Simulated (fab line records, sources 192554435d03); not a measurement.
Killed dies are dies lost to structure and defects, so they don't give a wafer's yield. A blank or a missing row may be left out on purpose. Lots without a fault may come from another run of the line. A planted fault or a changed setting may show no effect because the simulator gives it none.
fab line records | flow n5_finfet
record lots=10 wafers=28 last_day=17
route steps=1938 shown BEOL_M2@843 BEOL_M3@931 BEOL_M4@1111
lots that met no fault: from a run of the same line without faults
start_h: hours from the record's first day to the start of the lot's first wafer shown | wait_h: hours since the lot's step before | " the same as in the row above | L1.1+2: a row that stands for several wafers | - no value, or no start given | * or withheld: withheld | < > ~ a bound
route shown NAME@n: a module of which the file shows steps, and the number in the route of the first | usual: mean/standard deviation of fault-free wafers | same: alike in all rows | chamber/n: place in a boat | sites: the reading at each site | _std_site: their standard deviation | _edge_site: outer sites' mean less inner sites' | radius_mm: how far each site lies from the wafer's centre | mask NAME#n: copy n | behind: the tool/chamber that last shaped the wafer | hold: why the lot was held/for how many hours/how that ended | device: the transistor (n, p or np) that didn't switch | end of line: the same wafers' tests at the end of the route | a step without rows: its recipe alone | killed: dies lost to structure and defects at the first sort, not the wafer's yield | map: a wafer's dies, x killed, . not, _ none there
set.NAME: the setting as run; set.NAME@STEP: as run at that earlier step | model.NAME: the simulator's own value behind a step, which no gauge read
steps of the route over a sample of lots; a table a step, a row a wafer
services: from which hour (start_h, from the record's first day; less than 0 if before it) a tool's chamber was out of use, for how many hours, and why
## steps
# step N5_BEOL_M2_PECVD_72
# recipe material=SiO2 target_thk_a=160 temp_c=400 precursor=TEOS/O2 pressure_torr=5.5 rf_w=450 teos_flow_sccm=53.8 gas=O2 flow_sccm=3000 time_s=18
# usual heater_power_w=715/86 showerhead_plenum_p_Torr=8.77/0.081 throttle_valve_pct=22.0/0.99
# columns lot.wafer tool chamber start_h wait_h heater_power_w showerhead_plenum_p_Torr throttle_valve_pct
L299.1 pecvd-01 2 142.22 0.0 669 8.73 19.6
L299.4 " 1 " " 666 8.75 22.6
L299.6 " 2 " " 668 8.75 19.8
L303.1 pecvd-01 0 165.27 0.0 708 8.64 22.7
L303.3 " 1 " " 592 8.73 22.4
L303.4 " 1 " " 606 8.72 22.6
L304.1 pecvd-01 1 184.59 0.0 650 8.74 22.5
L304.3 " 2 " " 625 8.76 19.8
L304.5 " 1 " " 635 8.75 22.5
L305.2 pecvd-02 2 185.00 0.0 727 8.96 22.5
L305.4 " 0 " " 731 8.82 21.6
L305.6 " 1 " " 678 8.80 23.4
L306.5 pecvd-01 0 188.73 0.1 636 8.65 22.6
L306.6 " 1 " " 659 8.74 22.5
L308.1 pecvd-01 1 204.39 0.0 649 8.73 22.6
L308.4 " 2 " " 645 8.77 20.1
L309.1 pecvd-01 0 206.01 0.0 653 8.65 22.2
L309.2 " 2 " " 620 8.80 19.9
L309.5 " 0 " " 648 8.64 22.8
L315.2 pecvd-02 0 237.55 0.1 809 8.82 21.8
L315.4 " 0 " " 665 8.85 21.5
L315.6 " 0 " " 647 8.82 21.8
L318.1 pecvd-01 1 256.82 0.0 552 8.75 22.3
L318.3 " 0 " " 640 8.63 22.7
L318.4 " 0 " " 650 8.62 22.8
L319.2 pecvd-01 2 261.92 0.0 672 8.74 20.0
L319.3 " 1 " " 668 8.73 22.3
L319.4 " 0 " " 731 8.65 22.6
# step N5_BEOL_M2_SPUTTER_86
# recipe material=Cu target_thk_a=45 temp_c=-20 chamber_pressure_pa=0.07 power_w=withheld time_s=8.29
# usual substrate_temp_c=-20.02/0.1 throttle_valve_pct=29.9/0.96
# same time_s=8.29
# columns lot.wafer tool chamber start_h wait_h substrate_temp_c throttle_valve_pct
L299.1 pvd_sputter-02 - 147.57 0.1 -19.98 29.5
L299.4 " - " " -20.04 29.1
L299.6 " - " " -19.94 29.1
L303.1 pvd_sputter-03 - 174.12 0.1 -20.04 30.4
L303.3 " - " " -20.05 31.6
L303.4 " - " " -19.94 28.6
L305.2 pvd_sputter-03 - 191.42 0.1 -20.02 31.7
L305.4 " - " " -20.05 28.4
L305.6 " - " " -20.03 31.8
L304.1 pvd_sputter-02 - 191.93 0.1 -19.84 28.6
L304.3 " - " " -19.78 29.0
L304.5 " - " " -20.08 29.2
L306.5 pvd_sputter-01 - 195.10 0.0 -20.13 30.3
L306.6 " - " " -19.99 31.3
L308.1 pvd_sputter-03 - 209.83 0.1 -20.07 30.4
L308.4 " - " " -20.21 29.7
L309.1 pvd_sputter-03 - 213.11 0.1 -19.94 31.6
L309.2 " - " " -20.06 29.8
L309.5 " - " " -19.85 30.5
L315.2 pvd_sputter-01 - 249.99 0.1 -20.14 30.3
L315.4 " - " " -20.06 31.3
L315.6 " - " " -19.96 31.4
L318.1 pvd_sputter-02 - 263.10 0.1 -20.12 28.9
L318.3 " - " " -19.99 29.2
L318.4 " - " " -19.86 29.3
L319.2 pvd_sputter-02 - 267.37 0.1 -19.88 29.2
L319.3 " - " " -19.92 28.7
L319.4 " - " " -19.96 29.5
# step N5_BEOL_M2_CMP_52
# recipe stop_on=SiOC t_overpolish_s=6.8 down_force_psi=1 platen_rpm=50 clearing_platen_down_force_psi=1.5 clearing_platen_rpm=50 post_cmp_clean=cu_alkaline target_thk_nm=40 clearing_platen_pad_velocity_m_s=0.99484 pad_velocity_m_s=0.99484
# usual barrier_field_endpoint_s=24.5/0.67 edge_zone_pressure_frac=0.999/0.0052 motor_current_A=5.9/0.53 retaining_ring_pressure_frac=0.999/0.0053 slurry_filter_dp_kPa=13.49/0.14
# columns lot.wafer tool chamber start_h wait_h barrier_field_endpoint_s edge_zone_pressure_frac motor_current_A retaining_ring_pressure_frac slurry_filter_dp_kPa
L299.4 cmp-02 3 149.44 0.2 24.5 0.995 5.1 1.000 13.33
L299.1 " 2 " " 24.2 0.997 5.9 1.002 13.24
L299.6 " 3 " " 24.5 1.006 5.4 1.007 13.60
L303.1 cmp-01 1 175.77 0.3 24.4 1.003 7.1 1.001 13.56
L303.3 " 2 " " 24.1 0.993 5.6 1.004 13.39
L303.4 " 3 " " 25.2 0.993 6.0 0.993 13.54
L305.4 cmp-04 0 193.09 0.2 24.1 0.999 6.2 1.003 13.52
L305.2 " 1 " " 24.0 0.999 5.6 1.003 13.51
L305.6 " 2 " " 23.9 0.994 6.2 0.997 13.53
L304.3 cmp-01 1 193.53 0.2 26.1 1.003 6.8 1.000 13.44
L304.1 " 2 " " 25.1 0.994 5.5 0.993 13.51
L304.5 " 1 " " 25.9 1.002 6.9 1.005 13.18
L306.5 cmp-01 3 196.82 0.2 21.6 0.994 5.6 1.004 13.29
L306.6 " 0 " " 25.3 0.995 6.5 1.008 13.49
L308.1 cmp-04 2 211.42 0.3 24.5 1.005 6.1 1.003 13.32
L308.4 " 0 " " 21.4 1.005 6.2 0.998 13.48
L309.1 cmp-04 1 214.70 0.3 24.4 1.006 5.6 1.001 13.51
L309.2 " 3 " " 24.5 1.001 6.3 1.002 13.66
L309.5 " 1 " " 22.0 1.006 5.9 1.007 13.37
L315.2 cmp-02 2 251.62 0.2 23.1 1.000 6.2 0.994 13.28
L315.4 " 3 " " 24.1 0.992 4.8 0.998 13.50
L315.6 " 2 " " 23.5 0.989 6.2 0.999 13.66
L318.4 cmp-01 2 264.84 0.1 24.3 0.998 5.4 1.001 13.45
L318.3 " 3 " " 24.4 1.001 5.8 0.997 13.47
L318.1 " 1 " " 24.4 1.003 7.0 0.998 13.54
L319.4 cmp-04 3 269.11 0.1 24.3 1.004 5.9 1.002 13.63
L319.3 " 0 " " 24.0 1.001 6.0 0.996 13.49
L319.2 " 1 " " 24.5 1.003 6.1 1.003 13.36
# step N5_BEOL_M2_CO_CAP_55
# recipe material=Co target_thk_a=20 temp_c=200 precursor=CCTBA/H2 pressure_torr=30 time_s=102.1
# usual heater_power_w=221/15
# same time_s=102.1
# columns lot.wafer tool chamber start_h wait_h heater_power_w
L299.1 cvd_co-02 0 149.83 0.0 197
L299.4 " 2 " " 217
L299.6 " 0 " " 201
L303.1 cvd_co-01 0 176.18 0.0 225
L303.3 " 2 " " 224
L303.4 " 1 " " 235
L305.2 cvd_co-01 2 193.38 0.0 222
L305.4 " 2 " " 224
L305.6 " 1 " " 244
L304.1 cvd_co-01 2 193.90 0.0 225
L304.3 " 0 " " 224
L304.5 " 1 " " 237
L306.5 cvd_co-02 0 197.08 0.0 196
L306.6 " 1 " " 223
L308.1 cvd_co-01 1 211.79 0.0 238
L308.4 " 1 " " 230
L309.1 cvd_co-02 1 215.08 0.0 234
L309.2 " 0 " " 189
L309.5 " 1 " " 232
L315.2 cvd_co-01 2 251.95 0.0 217
L315.4 " 0 " " 230
L315.6 " 1 " " 241
L318.1 cvd_co-02 0 265.21 0.0 195
L318.3 " 2 " " 218
L318.4 " 0 " " 198
L319.2 cvd_co-01 1 269.49 0.0 239
L319.3 " 0 " " 231
L319.4 " 0 " " 229
# step N5_BEOL_M3_ILD_DEP_00
# recipe material=SiOC target_thk_a=790 temp_c=350 precursor=DEMS/O2 pressure_torr=5 rf_w=500 time_s=15.3
# usual heater_power_w=503/83 showerhead_plenum_p_Torr=5.695/0.015 throttle_valve_pct=11.7/0.43
# same time_s=15.3
# columns lot.wafer tool chamber start_h wait_h heater_power_w showerhead_plenum_p_Torr throttle_valve_pct
L299.1 pecvd-04 2 150.07 0.0 503 5.686 10.6
L299.4 " 2 " " 497 5.699 10.9
L299.6 " 1 " " 417 5.699 11.5
L303.1 pecvd-03 0 176.43 0.0 540 5.686 11.9
L303.3 " 2 " " 620 5.700 11.8
L303.4 " 0 " " 547 5.687 11.7
L305.2 pecvd-02 0 193.63 0.0 464 5.707 11.5
L305.4 " 2 " " 473 5.744 12.2
L305.6 " 1 " " 518 5.711 12.5
L304.1 pecvd-03 2 194.14 0.0 593 5.682 11.6
L304.3 " 0 " " 572 5.696 11.9
L304.5 " 1 " " 468 5.694 11.7
L306.5 pecvd-02 0 197.32 0.1 547 5.702 11.4
L306.6 " 2 " " 496 5.742 12.1
L308.1 pecvd-03 2 212.07 0.0 560 5.688 11.9
L308.4 " 0 " " 556 5.680 11.9
L309.1 pecvd-03 2 215.36 0.0 628 5.679 11.6
L309.2 " 1 " " 438 5.697 11.5
L309.5 " 2 " " 626 5.692 11.7
L315.2 pecvd-02 1 252.20 0.0 499 5.698 12.5
L315.4 " 2 " " 501 5.720 11.2
L315.6 " 1 " " 523 5.701 12.7
L318.1 pecvd-04 0 265.46 0.0 359 5.696 11.9
L318.3 " 0 " " 370 5.693 12.2
L318.4 " 2 " " 577 5.694 10.9
L319.2 pecvd-03 2 269.76 0.0 642 5.702 11.9
L319.3 " 0 " " 548 5.665 12.0
L319.4 " 2 " " 622 5.698 11.9
# step N5_BEOL_M4_RC_MEAS_101
# usual DIBL_N=36.0/1.7 DIBL_P=36.0/2 IOFF_N=0.156/0.028 IOFF_P=0.21/0.04 ION_N=673/12 ION_P=463/8.3 SS_N=71.4/0.6 SS_P=73.3/0.66 VT_N=250/3 VT_P=-250/3.8
# columns lot.wafer tool chamber start_h wait_h DIBL_N[mV/V] DIBL_P[mV/V] IOFF_N[nA/um] IOFF_P[nA/um] ION_N[uA/um] ION_P[uA/um] SS_N[mV/dec] SS_P[mV/dec] VT_N[mV] VT_P[mV]
L299.1 prober-02 0 169.30 0.0 35.8 35.5 0.155 0.16 674 460 72.5 73.2 250 -257
L299.4 " 0 " " 38.5 39.1 0.207 0.22 680 454 72.3 74.7 248 -251
L299.6 " 0 " " 35.0 35.3 0.146 0.17 668 454 70.5 73.0 248 -256
L303.1 prober-02 0 203.34 0.0 39.3 39.6 0.205 0.27 676 471 72.0 75.0 248 -247
L303.3 " 0 " " 36.9 36.2 0.154 0.21 662 456 71.2 74.1 254 -253
L303.4 " 0 " " 38.1 36.6 0.160 0.21 662 455 71.5 74.0 254 -254
L305.2 prober-02 0 208.03 0.2 36.1 35.1 0.155 0.20 669 462 71.7 73.6 252 -251
L305.4 " 0 " " 36.3 35.6 0.168 0.22 681 465 70.9 73.2 248 -247
L305.6 " 0 " " 36.6 35.9 0.159 0.22 673 461 71.8 74.5 251 -250
L304.1 prober-01 0 209.48 0.1 36.7 35.6 0.160 0.20 682 462 72.3 72.7 249 -252
L304.3 " 0 " " 38.2 37.2 0.192 0.23 669 458 71.8 73.3 245 -249
L304.5 " 0 " " 37.4 36.1 0.167 0.21 680 463 71.4 73.8 247 -249
L306.5 prober-02 0 216.88 0.6 36.4 35.2 0.160 0.18 684 468 71.0 73.5 248 -253
L306.6 " 0 " " 36.6 36.0 0.163 0.19 682 461 71.5 73.7 251 -253
L308.1 prober-01 0 236.13 0.0 39.2 38.8 0.220 0.28 699 477 72.1 74.7 243 -247
L308.4 " 0 " " 32.8 30.8 0.107 0.16 658 465 70.5 72.3 254 -252
L309.1 prober-02 0 238.77 0.0 35.4 35.3 0.164 0.23 678 467 71.0 72.4 247 -245
L309.2 " 0 " " 33.6 34.6 0.139 0.23 672 474 70.8 72.7 248 -247
L309.5 " 0 " " 35.8 36.7 0.188 0.27 695 480 71.8 73.8 246 -245
L315.2 prober-01 0 275.87 0.2 34.1 35.3 0.130 0.16 660 447 71.4 72.9 252 -257
L315.4 " 0 " " 33.2 33.7 0.116 0.15 672 451 71.2 72.9 251 -256
L315.6 " 0 " " 32.0 32.7 0.098 0.13 652 450 70.7 72.6 257 -257
L318.1 prober-02 0 296.62 0.0 34.3 34.3 0.137 0.20 671 463 71.6 73.4 252 -247
L318.3 " 0 " " 34.2 33.8 0.136 0.19 672 468 70.3 72.6 250 -249
L318.4 " 0 " " 34.4 34.6 0.143 0.21 675 472 70.9 73.2 249 -245
L319.2 prober-01 0 298.67 0.2 35.1 35.2 0.132 0.16 676 463 70.9 72.4 251 -254
L319.3 " 0 " " 36.1 36.0 0.156 0.18 674 461 71.5 73.2 250 -256
L319.4 " 0 " " 35.9 36.8 0.150 0.19 680 462 71.0 72.9 251 -253
## services
# columns tool chamber start_h hours kind
pecvd-03 1 123.29 2.1 scheduled_down
pvd_sputter-01 - 129.72 1.9 repair
cmp-02 - 145.88 3.5 pm
cmp-04 - 152.57 1.3 repair
pecvd-01 0 166.99 2.1 scheduled_down
cmp-04 - 176.96 4.8 pm
cmp-02 - 179.48 2.3 repair
pecvd-03 0 188.27 5.0 repair
pecvd-02 2 191.46 2.1 scheduled_down
pecvd-03 0 202.08 2.1 scheduled_down
pecvd-02 - 206.05 3.1 repair
pecvd-02 2 215.16 - clean
pecvd-02 2 215.16 - consumable_replace:showerhead
pecvd-02 2 215.16 29.0 scheduled_down
pecvd-02 2 215.16 29.0 vent_cycle
pecvd-02 - 217.20 2.8 pm
cmp-01 - 221.34 4.7 pm
cmp-04 - 223.57 4.0 pm
pecvd-03 - 230.62 5.5 pm
pecvd-02 1 235.00 3.7 repair
cmp-02 - 240.06 4.0 pm
cmp-04 - 247.54 5.0 repair
cvd_co-01 1 257.55 8.4 repair
pecvd-04 1 265.09 6.4 repair
## key
first_sign step=N5_BEOL_M2_CMP_52 reading=barrier_field_endpoint_s direction=down sigmas=4.2 usual=24.5 struck=21.7
effect none on later readings
met_at N5_BEOL_M2_PECVD_72
struck_lots L306,L308,L309
struck_wafers L306.5,L308.4,L309.5
not_acting_at N5_BEOL_M2_SPUTTER_86,N5_BEOL_M2_CO_CAP_55,N5_BEOL_M3_ILD_DEP_00
onset_between 184.59 188.73
fault kind=process_parameter_drift tool=pecvd-01 chamber=- onset_h=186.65 steps=N5_BEOL_M2_PECVD_72 channel=time_s offset=* shape=step end_h=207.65 scope=struck_wafers_only acts_in=* stated=*
